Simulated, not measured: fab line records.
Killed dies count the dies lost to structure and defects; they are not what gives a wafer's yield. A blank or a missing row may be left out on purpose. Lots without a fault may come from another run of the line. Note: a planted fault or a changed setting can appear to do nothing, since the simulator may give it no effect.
Chamber matching + flow n5-finfet + N5_HKMG_FIN_ALD_71 on ald-metal-02 has 4 sister chambers
The step deposits TiN, target thk 1 nm, pulse time 1 s, purge time 3 s. 8 wafers are shown with their chamber, then 7 later ones without.

== WAFERS, EACH WITH ITS CHAMBER ==
| wafer  | chamber | heater-power-w (W) | precursor-pulse-height-rel |
|--------|---------|--------------------|----------------------------|
| L081.5 | 1       | 880                | 1.029                      |
| L081.6 | 0       | 948                | 1.035                      |
| L088.1 | 2       | 818                | 1.001                      |
| L088.3 | 1       | 885                | 0.982                      |
| L090.5 | 3       | 847                | 0.995                      |
| L090.6 | 2       | 798                | 1.010                      |
| L092.1 | 3       | 860                | 1.017                      |
| L092.4 | 0       | 936                | 0.969                      |

== WAFERS MISSING THEIR CHAMBER ==
| wafer  | heater-power-w (W) | precursor-pulse-height-rel |
|--------|--------------------|----------------------------|
| L092.6 | 871                | 1.033                      |
| L093.3 | 873                | 1.016                      |
| L093.4 | 956                | 1.012                      |
| L093.6 | 939                | 0.967                      |
| L095.1 | 822                | 0.982                      |
| L095.2 | 837                | 1.015                      |
| L095.4 | 941                | 1.027                      |

== WHICH CHAMBER EACH ONE RAN IN ==
| wafer  | from the rows above     | in truth |
|--------|-------------------------|----------|
| L092.6 | can't be placed: 1 or 3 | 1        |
| L093.3 | can't be placed: 1 or 3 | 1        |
| L093.4 | 0                       | 0        |
| L093.6 | 0                       | 0        |
| L095.1 | can't be placed: 2 or 3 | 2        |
| L095.2 | can't be placed: 3 or 2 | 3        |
| L095.4 | 0                       | 0        |
Placed correctly: 3 of 7. Can't be placed from these rows: 4 (the true chamber is among the candidates in 4). Number placed wrongly: 0.
How it was worked out, from the rows above alone: a wafer's distance from a chamber is the root of the sum, over the readings, of the square of ((its reading less the chamber's mean) divided by the reading's scatter). If the next closest chamber is less than 2 further off than the closest, the wafer can't be placed; otherwise it belongs to the closest. The mean given for a chamber averages the wafers shown for that chamber. The scatter: take each reading less its chamber's mean, square it, sum over the shown wafers, divide by the number of wafers less the number of chambers, and take the root.
